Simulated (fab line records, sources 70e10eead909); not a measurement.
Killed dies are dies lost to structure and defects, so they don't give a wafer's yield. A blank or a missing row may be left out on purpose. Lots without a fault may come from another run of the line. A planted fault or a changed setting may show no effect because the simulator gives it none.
fab line records | flow nand_harc
record lots=12 wafers=36 last_day=33
route steps=1302 shown A_CONTACT@1094 A_BLC@1120 END@1302
lots that met no fault: from a run of the same line without faults
start_h: hours from the record's first day to the start of the lot's first wafer shown | wait_h: hours since the lot's step before | " the same as in the row above | L1.1+2: a row that stands for several wafers | - no value, or no start given | * or withheld: withheld | < > ~ a bound
route shown NAME@n: a module of which the file shows steps, and the number in the route of the first | usual: mean/standard deviation of fault-free wafers | same: alike in all rows | chamber/n: place in a boat | sites: the reading at each site | _std_site: their standard deviation | _edge_site: outer sites' mean less inner sites' | radius_mm: how far each site lies from the wafer's centre | mask NAME#n: copy n | behind: the tool/chamber that last shaped the wafer | hold: why the lot was held/for how many hours/how that ended | device: the transistor (n, p or np) that didn't switch | end of line: the same wafers' tests at the end of the route | a step without rows: its recipe alone | killed: dies lost to structure and defects at the first sort, not the wafer's yield | map: a wafer's dies, x killed, . not, _ none there
set.NAME: the setting as run; set.NAME@STEP: as run at that earlier step | model.NAME: the simulator's own value behind a step, which no gauge read
steps of the route over a sample of lots; a table a step, a row a wafer
services: from which hour (start_h, from the record's first day; less than 0 if before it) a tool's chamber was out of use, for how many hours, and why
## steps
# step NHARC_A_CONTACT_CD_MEAS_15
# usual cd_nm=190.0/0.58
# columns lot.wafer tool chamber start_h wait_h cd_nm
L815.1 cd_sem-01 - 529.05 - 189.1
L815.4 " - " " 189.7
L815.6 " - " " 189.8
L817.1 cd_sem-02 - 546.40 - 190.4
L817.2 " - " " 190.6
L817.3 " - " " 191.1
L819.2 cd_sem-03 - 562.30 - 190.7
L819.5 " - " " 190.6
L819.6 " - " " 190.8
L818.1 cd_sem-01 - 567.54 - 190.0
L818.2 " - " " 190.5
L818.5 " - " " 189.9
L821.3 cd_sem-03 - 580.52 - 190.1
L821.4 " - " " 189.4
L821.6 " - " " 188.8
L832.3 cd_sem-03 - 666.43 - 189.2
L832.5 " - " " 189.3
L832.6 " - " " 189.5
L834.1 cd_sem-01 - 701.70 - 190.7
L834.4 " - " " 189.9
L834.6 " - " " 189.8
L833.1 cd_sem-01 - 710.80 - 189.7
L833.2 " - " " 189.2
L833.5 " - " " 189.9
L835.1 cd_sem-01 - 718.53 - 190.5
L835.2 " - " " 190.6
L835.5 " - " " 190.4
L837.2 cd_sem-01 - 728.37 - 190.2
L837.3 " - " " 190.4
L837.4 " - " " 190.4
L838.1 cd_sem-01 - 730.98 - 190.7
L838.3 " - " " 190.1
L838.6 " - " " 190.3
L836.1 cd_sem-02 - 731.92 - 189.6
L836.4 " - " " 189.4
L836.5 " - " " 190.5
# step NHARC_A_BLC_DESCUM_15
# recipe time_s=3 o2_flow_sccm=200 ar_flow_sccm=0 bias_power_w=0 chemistry=O2
# usual drypump_motor_current_A=5.8/0.31 oes_product_au=1.004/0.016 rf_vpp_V=57.7/0.85 showerhead_plenum_p_Torr=1.94/0.08 throttle_valve_pct=11.311/0.0085
# columns lot.wafer tool chamber start_h wait_h drypump_motor_current_A oes_product_au rf_hours_counter_h rf_vpp_V showerhead_plenum_p_Torr throttle_valve_pct
L815.4 rie_diel-10 3 532.06 0.1 5.8 1.008 5 57.3 2.01 11.330
L815.1 " 0 " " 6.2 1.008 5 57.7 1.84 11.315
L815.6 " 0 " " 6.1 1.002 - 57.0 1.84 11.287
L817.1 rie_diel-10 0 549.65 0.1 6.1 1.007 7 56.7 1.84 11.303
L817.2 " 1 " " 5.4 1.015 7 58.4 2.04 11.308
L817.3 " 3 " " 5.8 1.012 7 59.5 2.01 11.306
L819.2 rie_diel-10 0 566.56 0.1 6.2 1.017 9 58.6 1.84 11.312
L819.5 " 1 " " 5.4 1.010 - 56.9 2.04 11.298
L819.6 " 3 " " 5.8 1.030 - 58.5 2.01 11.305
L818.1 rie_diel-04 0 574.69 0.1 5.7 1.002 9 56.1 1.85 11.318
L818.2 " 1 " " 5.7 0.997 8 57.0 1.78 11.313
L818.5 " 0 " " 5.7 1.006 - 57.8 1.85 11.317
L821.4 rie_diel-10 3 584.33 0.1 5.8 1.004 11 57.2 2.01 11.311
L821.3 " 0 " " 6.1 1.008 11 56.0 1.84 11.313
L821.6 " 2 " " 5.9 0.991 - 57.4 1.88 11.315
L832.3 rie_diel-10 1 669.60 0.1 5.4 0.990 6 57.4 2.03 11.320
L832.6 " 3 " " 5.8 1.017 - 57.6 2.01 11.301
L832.5 " 0 " " 6.2 1.000 - 57.7 1.84 11.313
L834.1 rie_diel-03 1 705.05 0.1 6.0 0.988 6 59.2 1.85 11.310
L834.4 " 0 " " 5.7 0.994 6 57.4 1.96 11.313
L834.6 " 1 " " 5.9 1.004 - 57.0 1.85 11.310
L833.2 rie_diel-10 3 714.08 0.1 5.8 1.024 8 58.6 2.01 11.322
L833.1 " 1 " " 5.4 0.987 9 57.7 2.03 11.315
L833.5 " 0 " " 6.2 0.985 - 58.1 1.84 11.313
L835.2 rie_diel-03 3 721.65 0.1 5.4 0.987 8 58.0 1.97 11.328
L835.1 " 2 " " 6.6 0.979 7 56.9 1.91 11.313
L835.5 " 0 " " 5.7 0.988 - 57.8 1.96 11.307
L837.4 rie_diel-10 2 731.50 0.1 5.9 1.021 10 57.4 1.88 11.318
L837.2 " 3 " " 5.8 1.028 9 58.3 2.01 11.309
L837.3 " 0 " " 6.2 0.999 8 57.0 1.84 11.301
L838.1 rie_diel-10 2 734.00 0.1 5.9 1.023 10 58.0 1.88 11.309
L838.3 " 0 " " 6.2 0.991 8 58.2 1.84 11.306
L838.6 " 3 " " 5.8 1.034 - 56.5 2.01 11.311
L836.1 rie_diel-10 2 735.05 0.1 5.9 1.024 11 59.8 1.88 11.330
L836.4 " 0 " " 6.2 1.006 9 57.1 1.84 11.310
L836.5 " 2 " " 5.9 1.019 - 57.3 1.88 11.313
# step NHARC_A_BLC_ETCH_17
# recipe target_depth_a=3900 over_etch_frac=0.25 time_s=609.38 ion_energy_ev=200 n2_flow_sccm=150 h2_flow_sccm=150 ar_flow_sccm=0 rf_w=400 bias_w=150 chemistry=N2/H2
# usual drypump_motor_current_A=5.8/0.32 oes_product_au=1.003/0.015 rf_vpp_V=431.3/2.6 run_length_s=630.9/0.53 showerhead_plenum_p_Torr=2.07/0.089 throttle_valve_pct=14.171/0.0084
# columns lot.wafer tool chamber start_h wait_h drypump_motor_current_A oes_product_au rf_hours_counter_h rf_vpp_V run_length_s showerhead_plenum_p_Torr throttle_valve_pct
L815.4 rie_diel-10 0 532.27 - 6.2 1.008 5 428.1 631.5 1.96 14.167
L815.1 " 1 " " 5.4 1.004 6 434.0 630.8 2.18 14.187
L815.6 " 3 " " 5.8 1.018 - 433.8 631.7 2.15 14.171
L817.3 rie_diel-10 3 549.86 - 5.8 1.020 7 433.4 631.7 2.15 14.159
L817.1 " 0 " " 6.1 1.006 7 428.8 631.3 1.96 14.164
L817.2 " 1 " " 5.4 1.004 7 434.1 630.5 2.18 14.175
L819.2 rie_diel-10 1 566.86 - 5.4 1.002 9 431.8 630.8 2.17 14.165
L819.6 " 3 " " 5.8 1.010 - 433.7 631.3 2.15 14.175
L819.5 " 0 " " 6.1 1.017 - 428.7 631.4 1.96 14.178
L818.1 rie_diel-04 1 574.91 - 5.7 0.996 8 427.2 630.6 1.89 14.164
L818.2 " 2 " " 5.9 0.981 10 434.7 630.5 2.19 14.177
L818.5 " 1 " " 5.7 0.983 - 427.1 630.2 1.89 14.175
L821.4 rie_diel-10 3 584.50 - 5.8 1.019 11 433.7 631.2 2.15 14.163
L821.3 " 1 " " 5.4 1.011 11 433.9 631.0 2.17 14.162
L821.6 " 0 " " 6.2 1.006 - 426.7 396.7 1.96 14.157
L832.3 rie_diel-10 1 669.85 - 5.4 0.994 6 433.7 631.3 2.17 14.169
L832.6 " 3 " " 5.8 1.015 - 432.7 631.3 2.14 14.168
L832.5 " 0 " " 6.2 0.986 - 428.3 631.4 1.96 14.175
L834.4 rie_diel-03 2 705.27 - 6.6 0.983 6 430.4 631.7 2.03 14.172
L834.1 " 3 " " 5.5 0.993 7 432.7 631.0 2.10 14.165
L834.6 " 1 " " 5.9 0.994 - 429.3 629.8 1.97 14.176
L833.2 rie_diel-10 2 714.25 - 6.0 1.022 9 430.9 630.6 2.00 14.171
L833.1 " 1 " " 5.4 0.985 9 433.8 630.7 2.17 14.176
L833.5 " 2 " " 6.0 1.010 - 428.1 630.5 2.01 14.192
L835.1 rie_diel-03 2 721.86 - 6.6 0.977 7 429.2 631.3 2.03 14.163
L835.2 " 0 " " 5.7 0.986 8 432.1 630.3 2.09 14.181
L835.5 " 2 " " 6.6 0.985 - 430.8 631.3 2.03 14.165
L837.3 rie_diel-10 1 731.67 - 5.4 0.980 10 433.9 631.0 2.17 14.189
L837.2 " 2 " " 5.9 1.019 10 430.5 630.4 2.00 14.176
L837.4 " 0 " " 6.2 0.996 8 428.0 631.5 1.96 14.173
L838.1 rie_diel-10 1 734.17 - 5.4 0.995 10 433.9 630.9 2.17 14.154
L838.3 " 3 " " 5.8 1.028 9 432.7 631.2 2.14 14.191
L838.6 " 2 " " 5.9 1.024 - 430.5 630.3 2.00 14.153
L836.4 rie_diel-10 0 735.27 - 6.1 1.001 9 428.5 631.3 1.96 14.154
L836.1 " 1 " " 5.5 0.988 11 434.9 630.6 2.17 14.169
L836.5 " 0 " " 6.2 0.993 - 429.6 631.2 1.96 14.167
# step NHARC_A_BLC_CVD_24
# recipe target_thk_a=1500 temp_c=300 pressure_torr=40 wf6_flow_sccm=40 h2_flow_sccm=1600 ar_flow_sccm=1560 time_s=434 material=W
# usual heater_power_w=465/40 throttle_valve_pct=8.1/0.33
# columns lot.wafer tool chamber start_h wait_h heater_power_w throttle_valve_pct
L815.1 cvd_w-01 1 - - 404 8.8
L815.4 " 0 " " 496 8.1
L815.6 " 1 " " 394 8.6
L817.1 cvd_w-02 0 - - 505 7.5
L817.2 " 1 " " 506 8.2
L817.3 " 1 " " 494 8.4
L819.2 cvd_w-02 1 - - 494 8.2
L819.6 " 0 " " 508 7.8
L819.5 " 1 " " 490 8.4
L818.1 cvd_w-01 1 - - 386 8.4
L818.2 " 1 " " 399 8.3
L818.5 " 1 " " 384 8.5
L821.4 cvd_w-01 1 - - 407 8.5
L821.3 " 0 " " 469 8.1
L821.6 " 0 " " 472 8.0
L832.3 cvd_w-02 0 - - 494 7.8
L832.6 " 0 " " 498 7.8
L832.5 " 1 " " 476 8.3
L834.1 cvd_w-02 1 - - 474 8.3
L834.4 " 0 " " 506 7.8
L834.6 " 0 " " 516 7.8
L833.2 cvd_w-01 1 - - 392 8.3
L833.1 " 0 " " 475 8.1
L833.5 " 0 " " 485 8.1
L835.1 cvd_w-02 1 - - 490 8.3
L835.2 " 0 " " 514 7.6
L835.5 " 1 " " 478 8.4
L837.2 cvd_w-02 1 - - 474 8.2
L837.4 " 1 " " 479 8.6
L837.3 " 0 " " 509 7.6
L838.1 cvd_w-02 0 - - 492 7.6
L838.3 " 0 " " 509 7.7
L838.6 " 1 " " 478 8.5
L836.1 cvd_w-02 0 - - 495 7.8
L836.4 " 1 " " 468 8.5
L836.5 " 0 " " 499 7.9
# step NHARC_END_SORT_01
# recipe temp_c=25
# usual killed_at_array=47/18 killed_at_other=0.9/1.1 killed_at_periphery=4/3.1 killed_dies=52/18 killed_open=3.1/1.5 killed_short=2.4/1.5
# same gross_dies=677
# columns lot.wafer tool chamber start_h wait_h killed_at_array killed_at_other killed_at_periphery killed_dies killed_open killed_short
L821.3 prober-02 0 633.30 3.1 73 4 1 78 4 1
L821.4 prober-02 0 634.10 3.4 65 0 3 68 4 5
L821.6 prober-02 0 635.71 4.0 668 2 7 677 3 2
# killed by level:class
L821.3 A_CHANNEL_HOLE_D1:chamber_film_flake=29 A_SLIT:chamber_film_flake=24 A_CHANNEL_HOLE_D2:chamber_film_flake=5 THIN_TSV:chamber_film_flake=4 A_WL_FILL:chamber_film_flake=3 A_M1:chamber_film_flake=3 A_CHANNEL_FILL_D2:geometric_particle:open=2 A_ONON_D1:geometric_particle:open=1
L821.4 A_SLIT:chamber_film_flake=19 A_CHANNEL_HOLE_D1:chamber_film_flake=14 A_CONTACT:chamber_film_flake=10 A_CHANNEL_HOLE_D2:chamber_film_flake=6 A_M1:chamber_film_flake=4 A_CHANNEL_FILL_D1:geometric_particle:short=2 P_GATE:chamber_film_flake=2 A_CHANNEL_FILL_D2:chamber_film_flake=2
L821.6 A_BLC:area_etch=595 A_CHANNEL_HOLE_D1:chamber_film_flake=32 A_SLIT:chamber_film_flake=21 A_CHANNEL_HOLE_D2:chamber_film_flake=6 A_CONTACT:chamber_film_flake=6 A_CHANNEL_FILL_D2:chamber_film_flake=3 P_GATE:chamber_film_flake=2 A_M1:chamber_film_flake=2
## services
# columns tool chamber start_h hours kind
rie_diel-03 2 514.48 2.3 repair
rie_diel-03 3 520.04 8.9 repair
rie_diel-10 0 526.57 - clean
rie_diel-10 1 526.57 - clean
rie_diel-10 2 526.57 - clean
rie_diel-04 - 533.69 9.0 pm
rie_diel-10 2 546.09 24.0 repair
cvd_w-01 - 547.00 13.0 pm
cvd_w-01 0 563.77 17.3 repair
cvd_w-01 1 578.98 6.6 repair
rie_diel-10 - 596.50 9.0 pm
rie_diel-04 2 602.32 5.3 repair
cvd_w-01 - 605.24 1.0 repair
cvd_w-01 - 624.46 2.1 repair
cvd_w-02 - 631.37 13.0 pm
rie_diel-10 3 632.25 6.7 repair
rie_diel-10 0 635.37 3.6 repair
rie_diel-03 - 635.42 9.0 pm
rie_diel-04 2 662.42 1.4 repair
cvd_w-02 0 688.02 8.1 repair
rie_diel-10 0 704.27 7.6 repair
rie_diel-04 - 710.69 9.0 pm
rie_diel-03 1 721.28 10.5 repair
cvd_w-01 - 728.00 13.0 pm
## key
first_sign step=NHARC_A_BLC_ETCH_17 reading=run_length_s direction=down sigmas=99+ usual=* struck=*
effect step=NHARC_END_SORT_01 reading=killed_at_array direction=up sigmas=35 usual=47 struck=668
more_kills_born_at NHARC_A_BLC_ETCH_17@rie_diel-10=595
met_at NHARC_A_BLC_ETCH_17
struck_lots L821
struck_wafers L821.6
later_rows_left_out L821.6
tester_left_out L821
not_acting_at NHARC_A_CONTACT_CD_MEAS_15,NHARC_A_BLC_DESCUM_15,NHARC_A_BLC_CVD_24
onset_between 566.86 584.50
fault kind=process_parameter_drift tool=rie_diel-10 chamber=0 onset_h=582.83 steps=NHARC_A_BLC_ETCH_17 channel=time_s offset=* shape=step end_h=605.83 acts_in=* stated=*
# tester_left_out: of these lots the tester's yield and bins aren't shown, on N5 and GAA mostly nor the transistor test; their killed dies are dies lost to structure and defects alone, not to doping, threshold or leakage, so they don't give the yield
# later_rows_left_out: the simulator's readings of these wafers behind a module that went badly wrong aren't trusted and aren't shown, but for the sort
